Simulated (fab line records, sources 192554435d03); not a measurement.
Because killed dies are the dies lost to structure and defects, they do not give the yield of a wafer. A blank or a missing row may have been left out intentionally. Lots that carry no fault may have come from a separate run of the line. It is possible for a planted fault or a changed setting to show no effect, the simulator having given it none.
Split-lot trial | flow n5Finfet | 7 lots, 39 wafers read, on a route of 1938 steps

ON THE SPLIT
At N5_BEOL_M5_CVD_47 (deposits Co from CCTBA/H2, target thk 3 nm, time 216 s), the setting targetThkA was moved away from the recipe's 30 angstrom on 15 of the 39 wafers read, by -40.8% to +34.8%. All remaining wafers had this setting at the recipe value.

The split's own step is where the reading is taken.

THE READING
Co_of_BEOL_M5_CVD_47.thkNm (the simulator's own value, which no gauge read), in nm, at N5_BEOL_M5_CVD_47 (deposits Co from CCTBA/H2, target thk 3 nm, time 216 s). No usual value for it is given in the file. Across the 24 wafers here that went through the recipe, the average is 2.9 nm and the standard deviation 0.12 nm.

wafer  | tool, chamber at the split | targetThkA as run, angstrom | against the recipe | Co_of_BEOL_M5_CVD_47.thkNm, nm | against lot-mates on the recipe
L079.1 | cvdCo-01, 0                | 30                          | recipe             | 2.8                            | -
L079.6 | cvdCo-01, 0                | 30                          | recipe             | 2.8                            | -
L079.5 | cvdCo-01, 1                | 30                          | recipe             | 3                              | -
L081.1 | cvdCo-02, 0,2,1            | 30                          | recipe             | 3                              | -
L081.2 | cvdCo-02, 0,2,1            | 30                          | recipe             | 3                              | -
L081.3 | cvdCo-02, 0,2,1            | 30                          | recipe             | 3                              | -
L081.4 | cvdCo-02, 0,2              | 19                          | -36.7%             | 1.8                            | -1.2
L081.5 | cvdCo-02, 0,2              | 19                          | -36.7%             | 1.8                            | -1.2
L081.6 | cvdCo-02, 1                | 19                          | -36.7%             | 2                              | -1.0
L084.1 | cvdCo-01, 1,2,1            | 30                          | recipe             | 2.8                            | -
L084.3 | cvdCo-01, 1,2,1            | 30                          | recipe             | 2.8                            | -
L084.6 | cvdCo-01, 1,2,1            | 30                          | recipe             | 2.8                            | -
L084.2 | cvdCo-01, 0                | 17.75                       | -40.8%             | 1.4                            | -1.4
L084.4 | cvdCo-01, 0                | 17.75                       | -40.8%             | 1.4                            | -1.4
L084.5 | cvdCo-01, 2                | 17.75                       | -40.8%             | 1.6                            | -1.2
L082.1 | cvdCo-02, 2,1,2            | 30                          | recipe             | 2.8                            | -
L082.5 | cvdCo-02, 2,1,2            | 30                          | recipe             | 2.8                            | -
L082.6 | cvdCo-02, 2,1,2            | 30                          | recipe             | 2.8                            | -
L082.2 | cvdCo-02, 0                | 40.33                       | +34.4%             | 3.8                            | +1.0
L082.4 | cvdCo-02, 0                | 40.33                       | +34.4%             | 3.8                            | +1.0
L082.3 | cvdCo-02, 1                | 40.33                       | +34.4%             | 4                              | +1.2
L087.1 | cvdCo-01, 0,2,0            | 30                          | recipe             | 2.8                            | -
L087.2 | cvdCo-01, 0,2,0            | 30                          | recipe             | 2.8                            | -
L087.6 | cvdCo-01, 0,2,0            | 30                          | recipe             | 2.8                            | -
L087.3 | cvdCo-01, 1,2,1            | 30                          | recipe             | 3                              | -
L087.4 | cvdCo-01, 1,2,1            | 30                          | recipe             | 3                              | -
L087.5 | cvdCo-01, 1,2,1            | 30                          | recipe             | 3                              | -
L091.1 | cvdCo-02, 2,1              | 30                          | recipe             | 3                              | -
L091.4 | cvdCo-02, 2,1              | 30                          | recipe             | 3                              | -
L091.2 | cvdCo-02, 1,2              | 21.7                        | -27.7%             | 2                              | -0.9
L091.5 | cvdCo-02, 1,2              | 21.7                        | -27.7%             | 2                              | -0.9
L091.3 | cvdCo-02, 0                | 30                          | recipe             | 2.8                            | -
L091.6 | cvdCo-02, 0                | 21.7                        | -27.7%             | 2.2                            | -0.7
L096.1 | cvdCo-02, 0                | 30                          | recipe             | 3.2                            | -
L096.2 | cvdCo-02, 2,0,2            | 40.45                       | +34.8%             | 4                              | +0.9
L096.4 | cvdCo-02, 2,0,2            | 40.45                       | +34.8%             | 4                              | +0.9
L096.6 | cvdCo-02, 2,0,2            | 40.45                       | +34.8%             | 4                              | +0.9
L096.3 | cvdCo-02, 1                | 30                          | recipe             | 3                              | -
L096.5 | cvdCo-02, 1                | 30                          | recipe             | 3                              | -
Where a row lists several chambers, the file gives one row for several wafers and doesn't say which wafer went through which chamber.

FIT RESULTS
A straight line over all 39 wafers: Co_of_BEOL_M5_CVD_47.thkNm changes by +0.0309 nm for each +1% of targetThkA; r = +0.98; the points scatter about the line by 0.12 nm.
The same after taking each lot's own level away (the mean of its wafers on the recipe; 39 wafers): +0.0305 nm for each +1%; r = +0.99; scatter 0.091 nm.
Per that fit: largest targetThkA move, reading shift of 1.2 nm.
Measured against the standard deviation above, the lots' own levels, which go from 2.80 to 3.07 nm, span 2.3 times it.
So the lot-to-lot level changes the slope little: the two slopes agree.
Check: with one of the wafers moved furthest among these (-40.8%) left out of the fit, the line predicts -1.25 nm for it against its lot-mates. Against them it came out at -1.4 nm.

THESE WAFERS: OTHER SPLITS
Note: prior to the reading, these wafers also went through further splits. Each is held against what the fit with the lots' levels taken away leaves over:
other split on the same wafers            | wafers away from the commonest value | r with Co_of_BEOL_M5_CVD_47.thkNm (lot level and that fit taken away)
N5_BEOL_M0_SAQP_SPACER2_ALD_26 targetThkA | 15                                   | -0.01
N5_BEOL_M1_TRENCH_ETCH_37 targetDepthA    | 18                                   | +0.00

FILE'S OWN FIT
Co_of_BEOL_M5_CVD_47.thkNm changes by +0.0306 nm for each +1% of targetThkA, r = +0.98.
